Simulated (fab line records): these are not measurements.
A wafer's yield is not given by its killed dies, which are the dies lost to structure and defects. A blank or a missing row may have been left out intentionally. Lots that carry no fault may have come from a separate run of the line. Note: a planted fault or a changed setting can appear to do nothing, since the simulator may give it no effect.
The tool behind it: which one? || flow n5-finfet || 27 wafers from 9 lots sampled at 6 of the route's 1938 steps

WHAT THE GAUGES SHOWED, per wafer
N5_HKMG_FIN_INSPECT_28: inspects for defects (darkfield).
{"lot": "L851", "measured": "day 4 18:49", "on": "defect-inspect-02", "raw-defect-count": "36 46 22"}
{"lot": "L852", "measured": "day 5 00:07", "on": "defect-inspect-02", "raw-defect-count": "36 52 60"}
{"lot": "L854", "measured": "day 5 15:01", "on": "defect-inspect-02", "raw-defect-count": "58 52 44"}
{"lot": "L858", "measured": "day 6 16:55", "on": "defect-inspect-02", "raw-defect-count": "29 34 70"}
{"lot": "L862", "measured": "day 7 18:27", "on": "defect-inspect-02", "raw-defect-count": "15 33 12"}
{"lot": "L866", "measured": "day 8 17:47", "on": "defect-inspect-01", "raw-defect-count": "764 23 21"}
{"lot": "L869", "measured": "day 9 14:01", "on": "defect-inspect-02", "raw-defect-count": "32 40 45"}
{"lot": "L870", "measured": "day 9 18:05", "on": "defect-inspect-01", "raw-defect-count": "56 46 23"}
{"lot": "L871", "measured": "day 10 03:03", "on": "defect-inspect-01", "raw-defect-count": "20 32 30"}

N5_BEOL_M4_RC_MEAS_101.
{"lot": "L851", "measured": "day 8 14:21", "on": "prober-02", "DIBL_N (mV/V)": "36.6 33.5 35.1", "DIBL_P (mV/V)": "35.9 32.5 35.4", "IOFF_N (nA/um)": "0.17 0.11 0.15", "IOFF_P (nA/um)": "0.19 0.15 0.18", "ION_N (uA/um)": "673 657 676", "ION_P (uA/um)": "449 450 457", "SS_N (mV/dec)": "71.5 70.8 71.1", "SS_P (mV/dec)": "73.4 71.8 72.0", "VT_N (mV)": "250 252 250", "VT_P (mV)": "-251 -254 -251"}
{"lot": "L852", "measured": "day 8 21:01", "on": "prober-02", "DIBL_N (mV/V)": "32.6 29.3 34.5", "DIBL_P (mV/V)": "34.6 29.7 34.9", "IOFF_N (nA/um)": "0.12 0.08 0.14", "IOFF_P (nA/um)": "0.18 0.12 0.18", "ION_N (uA/um)": "668 652 655", "ION_P (uA/um)": "462 450 451", "SS_N (mV/dec)": "70.5 70.0 71.0", "SS_P (mV/dec)": "72.7 71.0 71.9", "VT_N (mV)": "254 260 252", "VT_P (mV)": "-248 -254 -251"}
{"lot": "L854", "measured": "day 9 22:53", "on": "prober-02", "DIBL_N (mV/V)": "35.2 36.6 34.1", "DIBL_P (mV/V)": "35.6 37.7 34.7", "IOFF_N (nA/um)": "0.13 0.16 0.12", "IOFF_P (nA/um)": "0.18 0.22 0.16", "ION_N (uA/um)": "658 671 672", "ION_P (uA/um)": "448 462 462", "SS_N (mV/dec)": "72.0 72.2 71.5", "SS_P (mV/dec)": "73.5 73.9 73.3", "VT_N (mV)": "252 248 252", "VT_P (mV)": "-258 -254 -255"}
{"lot": "L858", "measured": "day 10 02:59", "on": "prober-01", "DIBL_N (mV/V)": "36.3 36.3 36.5", "DIBL_P (mV/V)": "36.6 36.9 36.9", "IOFF_N (nA/um)": "0.16 0.16 0.16", "IOFF_P (nA/um)": "0.25 0.26 0.25", "ION_N (uA/um)": "678 673 688", "ION_P (uA/um)": "470 465 477", "SS_N (mV/dec)": "70.6 71.3 71.2", "SS_P (mV/dec)": "73.6 72.8 72.9", "VT_N (mV)": "247 249 249", "VT_P (mV)": "-242 -245 -246"}
{"lot": "L862", "measured": "day 11 12:02", "on": "prober-01", "DIBL_N (mV/V)": "34.1 33.9 32.4", "DIBL_P (mV/V)": "35.4 34.9 33.7", "IOFF_N (nA/um)": "0.15 0.13 0.12", "IOFF_P (nA/um)": "0.19 0.18 0.16", "ION_N (uA/um)": "672 663 674", "ION_P (uA/um)": "461 459 463", "SS_N (mV/dec)": "70.4 71.3 70.7", "SS_P (mV/dec)": "73.0 72.6 72.8", "VT_N (mV)": "250 251 251", "VT_P (mV)": "-252 -253 -255"}
{"lot": "L866", "measured": "day 12 05:52", "on": "prober-01", "DIBL_N (mV/V)": "37.3 36.9 38.6", "DIBL_P (mV/V)": "38.5 37.9 39.0", "IOFF_N (nA/um)": "0.21 0.20 0.22", "IOFF_P (nA/um)": "0.24 0.23 0.24", "ION_N (uA/um)": "689 689 691", "ION_P (uA/um)": "464 468 463", "SS_N (mV/dec)": "72.4 71.9 71.9", "SS_P (mV/dec)": "74.3 74.2 74.4", "VT_N (mV)": "245 244 246", "VT_P (mV)": "-249 -251 -250"}
{"lot": "L869", "measured": "day 13 04:31", "on": "prober-01", "DIBL_N (mV/V)": "36.6 37.2 38.2", "DIBL_P (mV/V)": "37.1 37.5 39.3", "IOFF_N (nA/um)": "0.16 0.16 0.21", "IOFF_P (nA/um)": "0.25 0.26 0.30", "ION_N (uA/um)": "684 673 702", "ION_P (uA/um)": "476 470 484", "SS_N (mV/dec)": "71.8 71.3 71.5", "SS_P (mV/dec)": "72.6 73.7 73.6", "VT_N (mV)": "248 251 244", "VT_P (mV)": "-247 -247 -246"}
{"lot": "L870", "measured": "day 13 15:16", "on": "prober-01", "DIBL_N (mV/V)": "36.2 34.7 34.8", "DIBL_P (mV/V)": "34.7 33.7 33.1", "IOFF_N (nA/um)": "0.17 0.14 0.15", "IOFF_P (nA/um)": "0.22 0.20 0.19", "ION_N (uA/um)": "680 669 662", "ION_P (uA/um)": "459 466 458", "SS_N (mV/dec)": "71.8 71.2 71.2", "SS_P (mV/dec)": "73.0 72.9 71.8", "VT_N (mV)": "247 249 250", "VT_P (mV)": "-251 -251 -250"}
{"lot": "L871", "measured": "day 13 20:48", "on": "prober-02", "DIBL_N (mV/V)": "35.1 37.9 37.0", "DIBL_P (mV/V)": "35.2 37.1 36.8", "IOFF_N (nA/um)": "0.14 0.18 0.16", "IOFF_P (nA/um)": "0.21 0.24 0.24", "ION_N (uA/um)": "684 691 678", "ION_P (uA/um)": "470 473 470", "SS_N (mV/dec)": "71.1 71.3 71.6", "SS_P (mV/dec)": "72.6 74.2 73.5", "VT_N (mV)": "247 248 248", "VT_P (mV)": "-248 -248 -248"}

WHICH TOOL RAN EACH LOT (tool, then ch and the chambers of the sampled wafers, then the start)
{"lot": "L851", "N5_HKMG_FIN_STRIP_69": "plasma-asher-02 ch 0,1, day 4 17:11", "N5_HKMG_FIN_CMP_23": "cmp-03 ch 0,1,3, day 4 18:06", "N5_HKMG_FIN_CMP_94": "cmp-03 ch 0,1,3, day 4 18:35", "N5_GATE_CUT_ETCHBACK_00": "rie-metal-03 ch 0, day 4 18:50"}
{"lot": "L852", "N5_HKMG_FIN_STRIP_69": "plasma-asher-01 ch 0,1, day 4 22:36", "N5_HKMG_FIN_CMP_23": "cmp-01 ch 0,3, day 4 23:24", "N5_HKMG_FIN_CMP_94": "cmp-01 ch 0,3, day 4 23:53", "N5_GATE_CUT_ETCHBACK_00": "rie-metal-01 ch 1, day 5 00:13"}
{"lot": "L854", "N5_HKMG_FIN_STRIP_69": "plasma-asher-02 ch 0,1, day 5 13:23", "N5_HKMG_FIN_CMP_23": "cmp-01 ch 2,3, day 5 14:19", "N5_HKMG_FIN_CMP_94": "cmp-01 ch 2,3, day 5 14:47", "N5_GATE_CUT_ETCHBACK_00": "rie-metal-03 ch 0,1, day 5 15:04"}
{"lot": "L858", "N5_HKMG_FIN_STRIP_69": "plasma-asher-01 ch 0,1, day 6 15:25", "N5_HKMG_FIN_CMP_23": "cmp-01 ch 2,3, day 6 16:13", "N5_HKMG_FIN_CMP_94": "cmp-01 ch 2,3, day 6 16:41", "N5_GATE_CUT_ETCHBACK_00": "rie-metal-03 ch 0,1, day 6 16:59"}
{"lot": "L862", "N5_HKMG_FIN_STRIP_69": "plasma-asher-02 ch 0,1, day 7 16:50", "N5_HKMG_FIN_CMP_23": "cmp-02 ch 0,3, day 7 17:44", "N5_HKMG_FIN_CMP_94": "cmp-02 ch 0,3, day 7 18:13", "N5_GATE_CUT_ETCHBACK_00": "rie-metal-01 ch 0, day 7 18:29"}
{"lot": "L866", "N5_HKMG_FIN_STRIP_69": "plasma-asher-02 ch 0,1, day 8 16:10", "N5_HKMG_FIN_CMP_23": "cmp-02 ch 0,2,3, day 8 17:05", "N5_HKMG_FIN_CMP_94": "cmp-02 ch 0,2,3, day 8 17:34", "N5_GATE_CUT_ETCHBACK_00": "rie-metal-03 ch 0,1, day 8 17:49"}
{"lot": "L869", "N5_HKMG_FIN_STRIP_69": "plasma-asher-02 ch 0,1, day 9 12:23", "N5_HKMG_FIN_CMP_23": "cmp-03 ch 1,2, day 9 13:19", "N5_HKMG_FIN_CMP_94": "cmp-03 ch 1,2, day 9 13:47", "N5_GATE_CUT_ETCHBACK_00": "rie-metal-01 ch 0,1, day 9 14:04"}
{"lot": "L870", "N5_HKMG_FIN_STRIP_69": "plasma-asher-02 ch 0,1, day 9 16:27", "N5_HKMG_FIN_CMP_23": "cmp-01 ch 1,2,3, day 9 17:27", "N5_HKMG_FIN_CMP_94": "cmp-01 ch 1,2,3, day 9 17:53", "N5_GATE_CUT_ETCHBACK_00": "rie-metal-01 ch 0,1, day 9 18:07"}
{"lot": "L871", "N5_HKMG_FIN_STRIP_69": "plasma-asher-01 ch 0,1, day 10 01:25", "N5_HKMG_FIN_CMP_23": "cmp-01 ch 1,3, day 10 02:20", "N5_HKMG_FIN_CMP_94": "cmp-01 ch 1,3, day 10 02:49", "N5_GATE_CUT_ETCHBACK_00": "rie-metal-02 ch 1, day 10 03:08"}
- N5_HKMG_FIN_STRIP_69: strips in N2/H2, time 360 s.
- N5_HKMG_FIN_CMP_23: polishes, stops on SiNx, t overpolish 10 s, target thk 46.326 nm.
- N5_HKMG_FIN_CMP_94: polishes, stops on SiNx, t overpolish 4.7 s, target thk 43.299 nm.
- N5_GATE_CUT_ETCHBACK_00: etches W in SF6/Cl2.

WHAT THE TOOLS THEMSELVES READ (means of the sampled wafers that have a number; where no wafer has one, the mark that the record gives instead)
N5_HKMG_FIN_STRIP_69.
{"lot": "L851", "tool": "plasma-asher-02", "drypump-motor-current-A (A)": 5.35, "heater-power-w (W)": 495}
{"lot": "L852", "tool": "plasma-asher-01", "drypump-motor-current-A (A)": 5.91, "heater-power-w (W)": 421}
{"lot": "L854", "tool": "plasma-asher-02", "drypump-motor-current-A (A)": 5.35, "heater-power-w (W)": 500}
{"lot": "L858", "tool": "plasma-asher-01", "drypump-motor-current-A (A)": 5.84, "heater-power-w (W)": 427}
{"lot": "L862", "tool": "plasma-asher-02", "drypump-motor-current-A (A)": 5.35, "heater-power-w (W)": 493}
{"lot": "L866", "tool": "plasma-asher-02", "drypump-motor-current-A (A)": 5.36, "heater-power-w (W)": 487}
{"lot": "L869", "tool": "plasma-asher-02", "drypump-motor-current-A (A)": 5.36, "heater-power-w (W)": 492}
{"lot": "L870", "tool": "plasma-asher-02", "drypump-motor-current-A (A)": 5.35, "heater-power-w (W)": 503}
{"lot": "L871", "tool": "plasma-asher-01", "drypump-motor-current-A (A)": 5.81, "heater-power-w (W)": 421}

N5_HKMG_FIN_CMP_23.
{"lot": "L851", "tool": "cmp-03", "motor-current-A (A)": 13.4, "overpolish-run-s (s)": 9.992, "time-to-endpoint-s (s)": 15.1}
{"lot": "L852", "tool": "cmp-01", "motor-current-A (A)": 12.2, "overpolish-run-s (s)": 9.992, "time-to-endpoint-s (s)": 16.0}
{"lot": "L854", "tool": "cmp-01", "motor-current-A (A)": 12.1, "overpolish-run-s (s)": 10.002, "time-to-endpoint-s (s)": 10.9}
{"lot": "L858", "tool": "cmp-01", "motor-current-A (A)": 12.0, "overpolish-run-s (s)": 10.000, "time-to-endpoint-s (s)": 12.8}
{"lot": "L862", "tool": "cmp-02", "motor-current-A (A)": 11.9, "overpolish-run-s (s)": 10.004, "time-to-endpoint-s (s)": 13.3}
{"lot": "L866", "tool": "cmp-02", "motor-current-A (A)": 11.9, "overpolish-run-s (s)": 9.997, "time-to-endpoint-s (s)": 9.4}
{"lot": "L869", "tool": "cmp-03", "motor-current-A (A)": 12.7, "overpolish-run-s (s)": 10.009, "time-to-endpoint-s (s)": 13.2}
{"lot": "L870", "tool": "cmp-01", "motor-current-A (A)": 11.9, "overpolish-run-s (s)": 10.000, "time-to-endpoint-s (s)": 12.7}
{"lot": "L871", "tool": "cmp-01", "motor-current-A (A)": 11.7, "overpolish-run-s (s)": 9.997, "time-to-endpoint-s (s)": 11.9}

N5_HKMG_FIN_CMP_94.
{"lot": "L851", "tool": "cmp-03", "motor-current-A (A)": 13.6}
{"lot": "L852", "tool": "cmp-01", "motor-current-A (A)": 11.9}
{"lot": "L854", "tool": "cmp-01", "motor-current-A (A)": 12.0}
{"lot": "L858", "tool": "cmp-01", "motor-current-A (A)": 12.2}
{"lot": "L862", "tool": "cmp-02", "motor-current-A (A)": 11.8}
{"lot": "L866", "tool": "cmp-02", "motor-current-A (A)": 11.6}
{"lot": "L869", "tool": "cmp-03", "motor-current-A (A)": 12.9}
{"lot": "L870", "tool": "cmp-01", "motor-current-A (A)": 11.8}
{"lot": "L871", "tool": "cmp-01", "motor-current-A (A)": 11.2}

N5_GATE_CUT_ETCHBACK_00.
{"lot": "L851", "tool": "rie-metal-03", "drypump-motor-current-A (A)": 5.9, "oes-product-au (a.u.)": 0.86, "throttle-valve-pct (%)": 27.63}
{"lot": "L852", "tool": "rie-metal-01", "drypump-motor-current-A (A)": 5.9, "oes-product-au (a.u.)": 0.74, "throttle-valve-pct (%)": 27.26}
{"lot": "L854", "tool": "rie-metal-03", "drypump-motor-current-A (A)": 6.1, "oes-product-au (a.u.)": 0.81, "throttle-valve-pct (%)": 27.62}
{"lot": "L858", "tool": "rie-metal-03", "drypump-motor-current-A (A)": 6.1, "oes-product-au (a.u.)": 0.80, "throttle-valve-pct (%)": 27.63}
{"lot": "L862", "tool": "rie-metal-01", "drypump-motor-current-A (A)": 6.1, "oes-product-au (a.u.)": 0.64, "throttle-valve-pct (%)": 27.87}
{"lot": "L866", "tool": "rie-metal-03", "drypump-motor-current-A (A)": 6.2, "oes-product-au (a.u.)": 0.75, "throttle-valve-pct (%)": 27.63}
{"lot": "L869", "tool": "rie-metal-01", "drypump-motor-current-A (A)": 6.0, "oes-product-au (a.u.)": 0.66, "throttle-valve-pct (%)": 27.68}
{"lot": "L870", "tool": "rie-metal-01", "drypump-motor-current-A (A)": 6.0, "oes-product-au (a.u.)": 0.65, "throttle-valve-pct (%)": 27.68}
{"lot": "L871", "tool": "rie-metal-02", "drypump-motor-current-A (A)": 5.1, "oes-product-au (a.u.)": 0.72, "throttle-valve-pct (%)": 27.86}

THE ANSWER, worked out from the rows above alone
Rule: usual is defined by the lots themselves. The widest of any qualifying gaps counts: lots, ordered by their means at a reading, are off when they make up no more than a third of the lots, leave a main group of 4 or more, and stand apart from it by 3 or more times the standard deviation of that group's means. A main group whose means are all the same, to the digits that the tables above print for the reading, isn't used. A lot without any number at a reading at which 4 lots or more have one is off too. The other lots that the step has rows for count as sound. Order of review: gauges by route order, followed by the tools' own readings, for which a lot's mean as printed above is used. At the first step where some lot is off, the reading lying furthest off is the one used; lots without a number count as furthest.
Off, at N5_HKMG_FIN_INSPECT_28 on raw-defect-count: L866. For the main group the mean is 38 and the standard deviation 10.
If a tool, at a process step before that reading, ran all the lots that are off and no sound lot after the first of them, it fits. The gauges at N5_HKMG_FIN_INSPECT_28 are tried like those tools. One fits: cmp-02 at N5_HKMG_FIN_CMP_23 and N5_HKMG_FIN_CMP_94. At N5_HKMG_FIN_CMP_23 its last sound lot is L862 (day 7 17:44), its first lot that is off L866 (day 8 17:05): a fault that began between those two fits.

WHAT THE SIMULATOR HAD PUT IN
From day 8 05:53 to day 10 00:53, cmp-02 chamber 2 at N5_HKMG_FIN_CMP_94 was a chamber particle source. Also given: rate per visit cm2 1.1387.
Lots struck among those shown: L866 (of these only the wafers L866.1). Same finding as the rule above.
